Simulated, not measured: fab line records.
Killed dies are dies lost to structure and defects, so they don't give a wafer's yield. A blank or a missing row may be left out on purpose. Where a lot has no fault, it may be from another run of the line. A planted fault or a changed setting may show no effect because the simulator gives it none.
Struck lot and sound lot, side by side ; flow n5 finfet ; 15 steps out of a route of 1938
Sound: wafers L681.3, L681.5, L681.6. Struck: wafer L674.6; the same lot's L674.3 was not struck, so it is left out; see the end for the cause.
For every step that has rows: the tool of each side, followed by ch and its chambers, followed by its first start. Under that, the readings that differ: sound wafers ; struck wafers ; difference of the means ; sigmas: that difference in standard deviations of wafers without a fault.
alike: a reading whose means differ by less than 2 such deviations, as well as words and numbers matching on both sides. not compared: withheld readings; readings where some wafer has no value; bounds like >300 that might hide an equal value; numbers whose values overlap and for which the record gives no deviation.
The two part at a step that has a row with sigmas, a row that says differs or no value, or rows on one side only. Numbers that have no deviation but don't overlap get no sigmas and don't part them. A reading missing from all wafers of one side parts the sides only when that side holds two or more wafers.

first, 3 steps without rows for these wafers: N5_BEOL_M6_EXPOSE_25 (exposes mask V5, target cd 40 nm); N5_BEOL_M6_PEB_26 (peb time 60 s); N5_BEOL_M6_DEVELOP_27 (develop time 30 s).
N5_BEOL_M6_CD_MEAS_28 targets a cd of 40 nm.
  sound on cd sem-01 ch 0, day 14 01:18; struck on cd sem-02 ch 0, day 12 10:54
  alike: cd nm
N5_BEOL_M6_OVL_MEAS_29:
  sound on overlay-02 ch 0, day 14 01:20; struck on overlay-02 ch 0, day 12 10:56
reading;sound;struck;difference;sigmas
V5_OVL (nm);0.6 0.9 0.0;-1.1;-1.6;-3
N5_BEOL_M6_INSPECT_30: inspects for defects (brightfield).
  struck on defect inspect-01, day 12 10:59; sound on defect inspect-01, day 14 01:24
  alike: raw defect count
N5_BEOL_M6_DESCUM_33: chemistry O2, time 7 s.
  sound on rie diel-04 ch 0,1,3, day 14 01:28; struck on rie diel-05 ch 1, day 12 11:01
  alike: drypump motor current A, oes product au, rf vpp V, showerhead plenum p Torr, throttle valve pct
  not compared: rf hours counter h
N5_BEOL_M6_ETCH_72: etches underlayer in N2/H2, target depth 6.5 nm, time 5.2 s.
  sound on rie diel-04 ch 0,1,3, day 14 01:30; struck on rie diel-05 ch 1, day 12 11:04
  alike: drypump motor current A, etch rf on time s, oes product au, rf vpp V, showerhead plenum p Torr, throttle valve pct
  not compared: rf hours counter h
N5_BEOL_M6_ETCH_65: etches SiARC in CF4, target depth 15.6 nm, time 26 s.
  sound on rie diel-04 ch 0,1,3, day 14 01:31; struck on rie diel-05 ch 1, day 12 11:04
  alike: drypump motor current A, etch rf on time s, oes product au, rf vpp V, showerhead plenum p Torr, throttle valve pct
  not compared: rf hours counter h
N5_BEOL_M6_ETCH_66: etches SOC in N2/H2, target depth 80 nm, overetch 16 nm, time 120 s.
  sound on rie diel-04 ch 0,1,3, day 14 01:33; struck on rie diel-05 ch 1, day 12 11:06
  alike: drypump motor current A, oes product au, rf vpp V, run length s, showerhead plenum p Torr, throttle valve pct
  not compared: rf hours counter h
then, 2 steps without rows for these wafers: N5_BEOL_M6_STRIP_69 (strips in N2/H2); N5_BEOL_M6_STRIP_73 (strips in N2/H2).
N5_BEOL_M6_VIA_ETCH_34: etches SiCOH lowk in C4F6/O2, target depth 126.3 nm, time 50.9 s.
  sound on rie diel-04 ch 0,1,3, day 14 01:39; struck on rie diel-05 ch 1, day 12 11:12
reading;sound;struck;difference;sigmas
run length s (s);74.5 74.9 74.6;71.7;-3.0;-7
model.etch.depth nm (nm);128.6 123.9 123.5;117.4;-7.9;
  alike: drypump motor current A, oes_f_703_au, oes product au, rf vpp V, showerhead plenum p Torr, throttle valve pct
  not compared: rf hours counter h, model.SOC_of_BEOL_M6_COAT_63.thk nm
then, 1 step without rows for these wafers: N5_BEOL_M6_STRIP_76 (strips in C4F6/O2).
-- here the record skips 4 days between the struck wafers' starts before and after, leaving off in module BEOL_M6 and picking up in module PASSIVATION (first step shown: number 1936 of the route) --
N5_PASSIVATION_PROBE_49:
  only the struck wafers here have rows in the record (prober-02, day 16 01:15); the sound ones have none

WHERE THEY PART
Last at N5_PASSIVATION_PROBE_49 as far as this record goes, first at N5_BEOL_M6_OVL_MEAS_29.

WHY: whatever the simulator had introduced
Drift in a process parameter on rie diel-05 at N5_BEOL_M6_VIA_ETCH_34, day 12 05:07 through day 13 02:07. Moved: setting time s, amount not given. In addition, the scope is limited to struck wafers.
